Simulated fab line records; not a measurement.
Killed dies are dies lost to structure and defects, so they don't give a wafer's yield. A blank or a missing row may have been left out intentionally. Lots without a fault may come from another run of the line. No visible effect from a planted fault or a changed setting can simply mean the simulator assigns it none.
A lot that was struck, set against a sound lot ; flow n5_finfet ; 16 out of 1938 route steps
Sound: wafers L364.2, L364.3, L364.5. Struck: wafer L373.3 (left out: L373.5, L373.6 of the same lot, which were not struck); the cause appears at the end.
Order at every step that has rows: each side's tool, ch and its chambers, its first start. Under that, the readings that differ: sound wafers ; struck wafers ; difference of the means ; sigmas: that difference in standard deviations of wafers without a fault.
alike: readings with means less than 2 such deviations apart, plus words and numbers identical on both sides. not compared: withheld readings, readings lacking a value on some wafer, bounds such as >300 that could conceal the same value, and numbers that have no deviation in the record and whose values overlap.
A row with sigmas, a row that says differs or no value, or rows on one side alone: a step with any of these is where the two part. Numbers that have no deviation but don't overlap get no sigmas and don't part them. A reading that every wafer of one side lacks parts them only if that side has two wafers or more.

first, 1 step without rows for these wafers: N5_FIN_CUT_STRIP_31 (strips in N2/H2).
N5_FIN_CUT_STRIP_24: strips in CF4.
  sound on rie_diel-05 ch 0,1,2, day 3 09:34; struck on rie_diel-06 ch 2, day 5 14:34
reading;sound;struck;difference;sigmas
rf_fwd_power_W (W);293.4 293.6 291.7;295.5;+2.6;+3
  alike: drypump_motor_current_A, oes_product_au, rf_vpp_V, showerhead_plenum_p_Torr, throttle_valve_pct
  not compared: rf_hours_counter_h
then, 1 step without rows for these wafers: N5_FIN_CUT_CUT_ETCH_26 (etches SiNx in CH3F/O2, target depth 39 nm, time 55.7 s).
N5_FIN_CUT_CUT_ETCH_27: etches SiO2 in CHF3/O2, target depth 4 nm, overetch 2 nm, time 4.9 s.
  sound on rie_diel-05 ch 0,1,2, day 3 09:38; struck on rie_diel-06 ch 2, day 5 14:38
  alike: bias_w, drypump_motor_current_A, oes_product_au, rf_fwd_power_W, rf_vpp_V, showerhead_plenum_p_Torr, throttle_valve_pct
  not compared: rf_hours_counter_h
then, 1 step without rows for these wafers: N5_FIN_CUT_PRECLEAN_35 (cleans in vHF, time 13.3 s).
N5_FIN_CUT_CUT_ETCH_15: etches Si in HBr/Cl2/O2, target depth 100 nm, bt time 10 s, time 42.4 s.
  sound on rie_si-04 ch 1,3, day 3 09:47; struck on rie_si-04 ch 0, day 5 14:48
  alike: HBr_flow_sccm, drypump_motor_current_A, he_backside_leak_sccm, oes_product_au, throttle_valve_pct
  not compared: bias_w, rf_fwd_power_W, rf_hours_counter_h
N5_FIN_CUT_CUT_ETCH_28: etches Si in HBr/Cl2/O2, target depth 6 nm, time 2.4 s.
  sound on rie_si-04 ch 1,3, day 3 09:50; struck on rie_si-04 ch 0, day 5 14:53
  alike: HBr_flow_sccm, drypump_motor_current_A, he_backside_leak_sccm, oes_product_au, throttle_valve_pct
  not compared: bias_w, rf_fwd_power_W, rf_hours_counter_h
then, 4 steps without rows for these wafers: N5_FIN_CUT_STRIP_22 (strips in N2/H2); N5_FIN_CUT_PRECLEAN_36 (cleans in O3/DIW, time 60 s); N5_FIN_CUT_SRD_32 (time 30 s); N5_FIN_CUT_UV_OZONE_34 (time 120 s).
N5_FIN_CUT_INSPECT_17: inspects for defects (brightfield).
  struck on defect_inspect-02, day 5 15:07; sound on defect_inspect-02, day 3 10:04
  alike: raw_defect_count
N5_STI_FIN_REVEAL_ALD_00: deposits SiO2, target thk 1 nm, pulse time 1 s.
  sound on ald_sin-04 ch 1,3, day 3 10:07; struck on ald_sin-04 ch 3, day 5 16:06
reading;sound;struck;difference;sigmas
model.SiO2_of_STI_FIN_REVEAL_ALD_00.thk_nm (nm);1 1 1;0.4;-0.6;
  alike: heater_power_outer_w, heater_power_w, precursor_pulse_height_rel
N5_STI_FIN_REVEAL_ALD_14: deposits Si3N4, target thk 3 nm.
  sound on ald_sin-04 ch 1,3, day 3 10:10; struck on ald_sin-04 ch 3, day 5 16:09
  alike: heater_power_outer_w, heater_power_w
-- here the record skips 6 days between the struck wafers' starts before and after, leaving off in module STI_FIN_REVEAL and picking up in module BEOL_M4 (first step shown: number 1111 of the route) --
N5_BEOL_M4_RC_MEAS_101:
  sound on prober-01 ch 0, day 9 17:25; struck on prober-01 ch 0, day 12 00:39
  alike: DIBL_N, DIBL_P, IOFF_N, IOFF_P, ION_N, ION_P, SS_N, SS_P, VT_N, VT_P
N5_PASSIVATION_PROBE_49:
  the record has rows for the sound wafers here (prober-01, day 14 00:01) and none for the struck ones

== WHERE THEY PART ==
Earliest at N5_FIN_CUT_STRIP_24; latest, in this record, at N5_PASSIVATION_PROBE_49.

WHY: what had been put in by the simulator
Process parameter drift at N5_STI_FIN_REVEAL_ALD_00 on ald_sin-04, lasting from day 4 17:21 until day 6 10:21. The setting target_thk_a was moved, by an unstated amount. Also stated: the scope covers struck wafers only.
